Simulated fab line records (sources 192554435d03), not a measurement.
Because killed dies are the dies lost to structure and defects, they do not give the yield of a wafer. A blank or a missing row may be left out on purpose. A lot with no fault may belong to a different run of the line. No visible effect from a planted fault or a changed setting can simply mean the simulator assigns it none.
The tool behind it: which one? | flow n5 finfet | 24 lots, 72 wafers sampled, at 3 steps of a route of 1938

## WHAT THE GAUGES SHOWED, per wafer
N5_BEOL_M10_THK_MEAS_53: measures by xrf. Usual: M10_THK typically reads 141 nm, with standard deviation 3.3.
lot  | measured     | on            | M10_THK (nm) | flag
L074 | day 10 11:06 | film metro-01 | 139 137 141  |
L075 | day 10 18:29 | film metro-01 | 141 139 140  |
L076 | day 10 18:52 | film metro-01 | 141 142 144  |
L077 | day 11 03:11 | film metro-01 | 141 139 146  |
L078 | day 11 13:59 | film metro-02 | 144 137 144  |
L079 | day 11 21:13 | film metro-01 | 140 140 144  |
L081 | day 12 11:10 | film metro-02 | 140 139 143  |
L080 | day 13 05:08 | film metro-01 | 142 138 142  |
L083 | day 13 07:43 | film metro-02 | 139 136 142  |
L082 | day 13 16:47 | film metro-02 | 140 140 142  |
L085 | day 13 20:22 | film metro-01 | 140 140 141  |
L086 | day 14 08:02 | film metro-02 | 140 142 142  |
L087 | day 14 08:28 | film metro-02 | 143 140 145  |
L084 | day 14 11:28 | film metro-02 | 137 139 140  |
L089 | day 15 04:49 | film metro-01 | 141 139 138  |
L088 | day 15 06:48 | film metro-01 | 138 144 141  |
L091 | day 15 10:16 | film metro-02 | 139 138 150  |
L094 | day 15 17:41 | film metro-02 | 137 137 145  |
L090 | day 16 03:50 | film metro-01 | 137 142 137  |
L096 | day 16 10:14 | film metro-01 | 141 140 140  |
L092 | day 16 10:46 | film metro-01 | 137 146 138  |
L093 | day 16 11:30 | film metro-01 | 146 139 147  |
L095 | day 16 15:50 | film metro-02 | 137 140 146  |
L097 | day 16 22:40 | film metro-02 | 139 138 144  |

N5_BEOL_M11_OVL_MEAS_12. Usual: M11_OVL typically reads 0.3 nm, with standard deviation 0.71.
lot  | measured     | on         | M11_OVL (nm)   | flag
L074 | day 10 13:10 | overlay-01 | 0.1 1.6 0.9    |
L075 | day 10 21:58 | overlay-02 | 0.0 0.8 1.1    |
L076 | day 10 21:44 | overlay-01 | 0.6 -0.2 0.9   |
L077 | day 11 04:35 | overlay-01 | 2.0 -0.3 0.8   |
L078 | day 11 15:51 | overlay-02 | -0.8 -0.3 0.3  |
L079 | day 12 01:44 | overlay-01 | 1.4 0.6 1.3    |
L081 | day 12 15:16 | overlay-02 | 0.3 0.8 0.2    |
L080 | day 13 07:31 | overlay-02 | -2.4 -0.1 -0.7 |
L083 | day 13 11:14 | overlay-01 | 0.4 0.9 0.2    |
L082 | day 13 19:59 | overlay-01 | 0.4 -1.8 -0.3  |
L085 | day 14 01:02 | overlay-02 | 0.5 0.4 0.5    |
L086 | day 14 11:00 | overlay-01 | -2.4 -0.8 0.3  |
L087 | day 14 11:17 | overlay-01 | 0.5 1.0 0.5    |
L084 | day 14 14:24 | overlay-02 | -0.1 0.3 -0.1  |
L089 | day 15 07:00 | overlay-01 | 0.0 -0.3 -0.5  |
L088 | day 15 11:32 | overlay-02 | 0.3 0.0 0.6    |
L091 | day 15 12:13 | overlay-01 | 0.5 -0.7 -0.2  |
L094 | day 15 20:26 | overlay-01 | -0.2 0.9 0.4   |
L090 | day 16 06:13 | overlay-01 | -0.4 1.3 1.7   |
L096 | day 16 13:28 | overlay-01 | 0.4 -0.1 -0.1  |
L092 | day 16 13:40 | overlay-01 | 0.7 -0.3 0.5   |
L093 | day 16 13:50 | overlay-01 | 0.4 0.8 1.1    |
L095 | day 16 18:57 | overlay-02 | 1.0 0.5 1.6    |
L097 | day 17 00:11 | overlay-01 | 0.5 0.0 1.2    |

## WHAT TOOL EACH LOT RAN ON (gives the tool, then ch and the chambers of the sampled wafers, and finally the start)
lot  | N5_BEOL_M10_CMP_52
L074 | cmp-01 ch 2,3, day 10 10:48
L075 | cmp-03 ch 1,3, day 10 18:11
L076 | cmp-03 ch 0,1,3, day 10 18:34
L077 | cmp-03 ch 0,3, day 11 02:53
L078 | cmp-03 ch 0,1,2, day 11 13:44
L079 | cmp-03 ch 0,2,3, day 11 20:58
L081 | cmp-04 ch 1,2,3, day 12 10:52
L080 | cmp-01 ch 0,1,3, day 13 04:51
L083 | cmp-01 ch 0,2, day 13 07:26
L082 | cmp-04 ch 0,3, day 13 16:29
L085 | cmp-01 ch 0,1,2, day 13 20:09
L086 | cmp-04 ch 0,3, day 14 07:44
L087 | cmp-03 ch 0,1,3, day 14 08:10
L084 | cmp-03 ch 0,1, day 14 11:12
L089 | cmp-03 ch 0,1,3, day 15 04:35
L088 | cmp-03 ch 0,3, day 15 06:30
L091 | cmp-01 ch 0,2,3, day 15 10:00
L094 | cmp-03 ch 1,2, day 15 17:26
L090 | cmp-01 ch 0,2,3, day 16 03:34
L096 | cmp-03 ch 0,1,2, day 16 10:01
L092 | cmp-01 ch 1,2,3, day 16 10:32
L093 | cmp-01 ch 2,3, day 16 11:14
L095 | cmp-01 ch 0,2,3, day 16 15:33
L097 | cmp-01 ch 1,2, day 16 22:25
- N5_BEOL_M10_CMP_52: polishes, stops on SiCOH lowk, t overpolish 7 s, target thk 140 nm.

## AS READ BY THE TOOLS THEMSELVES (means over the sampled wafers that have a number; for cases with no such wafer, the mark the record gives instead)
N5_BEOL_M10_CMP_52. Usual: barrier field endpoint s 28.8 s, standard deviation 0.79; motor current A 5.8 A, standard deviation 0.74; overpolish run s 7.000 s, standard deviation 0.0091; time to endpoint s 66 s, standard deviation 3.1.
lot  | tool   | barrier field endpoint s (s) | motor current A (A) | overpolish run s (s) | time to endpoint s (s) | flag
L074 | cmp-01 | 29.8                         | 6.3                 | 7.003                | 70                     |
L075 | cmp-03 | 28.7                         | 5.8                 | 7.000                | 64                     |
L076 | cmp-03 | 27.9                         | 5.5                 | 6.997                | 64                     |
L077 | cmp-03 | 27.9                         | 5.9                 | 7.007                | 64                     |
L078 | cmp-03 | 28.0                         | 5.1                 | 6.998                | 64                     |
L079 | cmp-03 | 28.0                         | 5.5                 | 7.004                | 64                     |
L081 | cmp-04 | 28.9                         | 5.8                 | 6.998                | 68                     |
L080 | cmp-01 | 28.8                         | 6.7                 | 6.991                | 68                     |
L083 | cmp-01 | 29.8                         | 6.7                 | 7.000                | 70                     |
L082 | cmp-04 | 29.2                         | 5.0                 | 7.000                | 72                     |
L085 | cmp-01 | 28.5                         | 6.7                 | 7.002                | 68                     |
L086 | cmp-04 | 29.4                         | 5.5                 | 7.001                | 70                     |
L087 | cmp-03 | 28.5                         | 5.3                 | 6.990                | 66                     |
L084 | cmp-03 | 28.9                         | 5.0                 | 7.008                | 67                     |
L089 | cmp-03 | 29.0                         | 5.4                 | 7.001                | 64                     |
L088 | cmp-03 | 28.4                         | 5.8                 | 7.004                | 64                     |
L091 | cmp-01 | 28.3                         | 6.6                 | 6.996                | 68                     |
L094 | cmp-03 | 29.2                         | 5.1                 | 7.004                | 68                     |
L090 | cmp-01 | 28.0                         | 6.5                 | 6.994                | 65                     |
L096 | cmp-03 | 28.5                         | 5.2                 | 6.999                | 62                     |
L092 | cmp-01 | 28.8                         | 6.1                 | 7.002                | 67                     |
L093 | cmp-01 | 29.2                         | 6.1                 | 6.999                | 65                     |
L095 | cmp-01 | 28.5                         | 6.5                 | 7.006                | 65                     |
L097 | cmp-01 | 30.5                         | 6.2                 | 7.010                | 70                     |

## THE ANSWER, worked out from the rows above alone
Rule: a lot is off if the mean of its wafers that have a number lies more than 3 standard deviations from the usual mean. Also off: a lot with no number at a reading for which 4 or more lots have one. All remaining lots with rows at the step are treated as sound. Order of review: gauges by route order, followed by the tools' own readings, for which a lot's mean as printed above is used. The first step at which some lot is off is used, and at that step the reading that is off furthest; a lot without a number counts as furthest.
No lot is off on any of the readings shown, so nothing can be concluded from this.

## WHAT WAS PUT IN BY THE SIMULATOR
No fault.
